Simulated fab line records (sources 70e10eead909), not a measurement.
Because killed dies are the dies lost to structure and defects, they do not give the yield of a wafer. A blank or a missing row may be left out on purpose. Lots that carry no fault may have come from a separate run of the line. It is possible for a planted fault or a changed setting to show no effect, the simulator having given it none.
Tool commonality check / flow nand_harc / Sampled: 14 lots, 42 wafers

REASON IT WAS OPENED
Flagged at NHARC_A_M1_CD_MEAS_09: reading cd_nm, on 2 of 14 lots. No-fault wafers: 120.0 nm, standard deviation 0.51.
Rule: flag the lot when none of its wafers has a number, or when each of its wafers that has one lies beyond 4 standard deviations from that mean. The other lots count as sound.

lot=L858; measured=day 23 01:01; on=cd_sem-03; cd_nm (nm), wafer by wafer=119.7 120.1 119.8; flag=
lot=L859; measured=day 23 10:47; on=cd_sem-02; cd_nm (nm), wafer by wafer=119.6 120.2 120.0; flag=
lot=L861; measured=day 23 18:18; on=cd_sem-01; cd_nm (nm), wafer by wafer=119.8 119.4 120.0; flag=
lot=L860; measured=day 24 03:19; on=cd_sem-03; cd_nm (nm), wafer by wafer=119.8 120.1 119.6; flag=
lot=L863; measured=day 25 04:51; on=cd_sem-03; cd_nm (nm), wafer by wafer=120.5 120.1 120.3; flag=
lot=L862; measured=day 25 12:53; on=cd_sem-03; cd_nm (nm), wafer by wafer=119.8 120.4 120.2; flag=
lot=L872; measured=day 28 23:15; on=cd_sem-03; cd_nm (nm), wafer by wafer=107.1 106.7 107.3; flag=FLAGGED
lot=L873; measured=day 29 01:34; on=cd_sem-01; cd_nm (nm), wafer by wafer=107.6 107.4 108.0; flag=FLAGGED
lot=L871; measured=day 29 05:44; on=cd_sem-02; cd_nm (nm), wafer by wafer=120.0 119.8 120.9; flag=
lot=L874; measured=day 29 07:27; on=cd_sem-02; cd_nm (nm), wafer by wafer=119.7 120.0 120.4; flag=
lot=L877; measured=day 30 17:02; on=cd_sem-03; cd_nm (nm), wafer by wafer=119.7 120.0 119.4; flag=
lot=L876; measured=day 30 19:08; on=cd_sem-02; cd_nm (nm), wafer by wafer=120.5 120.5 120.7; flag=
lot=L880; measured=day 32 06:12; on=cd_sem-01; cd_nm (nm), wafer by wafer=119.7 119.8 119.4; flag=
lot=L881; measured=day 33 01:25; on=cd_sem-02; cd_nm (nm), wafer by wafer=119.6 120.2 119.5; flag=
Average over the flagged lots: 107.3 nm; offset from the usual -12.7 nm, equal to -25 standard deviations.

LOT BY LOT: THE TOOL USED
The record holds 2 process steps before the reading, out of a route of 1302 steps. Cell contents, in order: the tool; ch with the chambers the sampled wafers went through; the start.
lot=L858; flag=; NHARC_A_M0_DEGAS_28=pvd_sputter-03, day 22 22:00; NHARC_A_M1_PEB_07=litho_track-04 ch 0, day 23 00:56
lot=L859; flag=; NHARC_A_M0_DEGAS_28=pvd_sputter-01, day 23 07:40; NHARC_A_M1_PEB_07=litho_track-04 ch 0, day 23 10:43
lot=L861; flag=; NHARC_A_M0_DEGAS_28=pvd_sputter-02, day 23 15:22; NHARC_A_M1_PEB_07=litho_track-06 ch 0, day 23 18:13
lot=L860; flag=; NHARC_A_M0_DEGAS_28=pvd_sputter-02, day 24 00:22; NHARC_A_M1_PEB_07=litho_track-06 ch 0, day 24 03:14
lot=L863; flag=; NHARC_A_M0_DEGAS_28=pvd_sputter-02, day 25 01:59; NHARC_A_M1_PEB_07=litho_track-06 ch 0, day 25 04:47
lot=L862; flag=; NHARC_A_M0_DEGAS_28=pvd_sputter-03, day 25 10:05; NHARC_A_M1_PEB_07=litho_track-04 ch 0, day 25 12:48
lot=L872; flag=FLAGGED; NHARC_A_M0_DEGAS_28=pvd_sputter-01, day 28 20:19; NHARC_A_M1_PEB_07=litho_track-01 ch 0, day 28 23:10
lot=L873; flag=FLAGGED; NHARC_A_M0_DEGAS_28=pvd_sputter-01, day 28 22:39; NHARC_A_M1_PEB_07=litho_track-01 ch 0, day 29 01:29
lot=L871; flag=; NHARC_A_M0_DEGAS_28=pvd_sputter-01, day 29 02:45; NHARC_A_M1_PEB_07=litho_track-06 ch 0, day 29 05:40
lot=L874; flag=; NHARC_A_M0_DEGAS_28=pvd_sputter-01, day 29 03:55; NHARC_A_M1_PEB_07=litho_track-06 ch 0, day 29 07:22
lot=L877; flag=; NHARC_A_M0_DEGAS_28=pvd_sputter-02, day 30 14:04; NHARC_A_M1_PEB_07=litho_track-06 ch 0, day 30 16:57
lot=L876; flag=; NHARC_A_M0_DEGAS_28=pvd_sputter-01, day 30 16:19; NHARC_A_M1_PEB_07=litho_track-04 ch 0, day 30 19:04
lot=L880; flag=; NHARC_A_M0_DEGAS_28=pvd_sputter-03, day 32 02:53; NHARC_A_M1_PEB_07=litho_track-04 ch 0, day 32 06:07
lot=L881; flag=; NHARC_A_M0_DEGAS_28=pvd_sputter-03, day 32 22:23; NHARC_A_M1_PEB_07=litho_track-06 ch 0, day 33 01:20
What these steps do:
- NHARC_A_M0_DEGAS_28: time 60 s.
- NHARC_A_M1_PEB_07: peb time 65 s.
- NHARC_A_M1_CD_MEAS_09: target cd 120 nm.

FLAGGED AGAINST TOTAL, ONE TOOL AT A TIME (gauges that did the reading follow at the end)
step=NHARC_A_M0_DEGAS_28; tool=pvd_sputter-01; lots run=6; flagged=2; share of the flagged lots=all; sound lots run after its first flagged lot=3 (L871,L874,L876)
step=NHARC_A_M0_DEGAS_28; tool=pvd_sputter-02; lots run=4; flagged=0; share of the flagged lots=none; sound lots run after its first flagged lot=-
step=NHARC_A_M0_DEGAS_28; tool=pvd_sputter-03; lots run=4; flagged=0; share of the flagged lots=none; sound lots run after its first flagged lot=-
step=NHARC_A_M1_PEB_07; tool=litho_track-01; lots run=2; flagged=2; share of the flagged lots=all; sound lots run after its first flagged lot=0
step=NHARC_A_M1_PEB_07; tool=litho_track-04; lots run=5; flagged=0; share of the flagged lots=none; sound lots run after its first flagged lot=-
step=NHARC_A_M1_PEB_07; tool=litho_track-06; lots run=7; flagged=0; share of the flagged lots=none; sound lots run after its first flagged lot=-
step=NHARC_A_M1_CD_MEAS_09; tool=cd_sem-01; lots run=3; flagged=1; share of the flagged lots=some; sound lots run after its first flagged lot=1 (L880)
step=NHARC_A_M1_CD_MEAS_09; tool=cd_sem-02; lots run=5; flagged=0; share of the flagged lots=none; sound lots run after its first flagged lot=-
step=NHARC_A_M1_CD_MEAS_09; tool=cd_sem-03; lots run=6; flagged=1; share of the flagged lots=some; sound lots run after its first flagged lot=1 (L877)

THE TABLE: WHAT IT ALLOWS
Rows of the table that ran all the flagged lots, 2 in number: pvd_sputter-01 at NHARC_A_M0_DEGAS_28; litho_track-01 at NHARC_A_M1_PEB_07.
- pvd_sputter-01 at NHARC_A_M0_DEGAS_28: 2 of its 6 lots flagged. Sound lots ran on it after the first flagged one (L871, L874, L876), which a lasting fault on the whole tool wouldn't allow.
- litho_track-01 at NHARC_A_M1_PEB_07: 2 of its 2 lots flagged. No sound lot ran on it before its first flagged lot in this sample; the start therefore can't be narrowed down. Its own readings lie more than 4 standard deviations out on every wafer of the flagged lots: heater_power_total_W, plate_temp_C.
Left over: one tool, litho_track-01 at NHARC_A_M1_PEB_07.

WHAT THE SIMULATOR PUT IN
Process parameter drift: litho_track-01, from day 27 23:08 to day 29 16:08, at NHARC_A_M1_PEB_07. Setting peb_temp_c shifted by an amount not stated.
Struck lots among those shown: L872, L873. The rule given above showed the same thing.
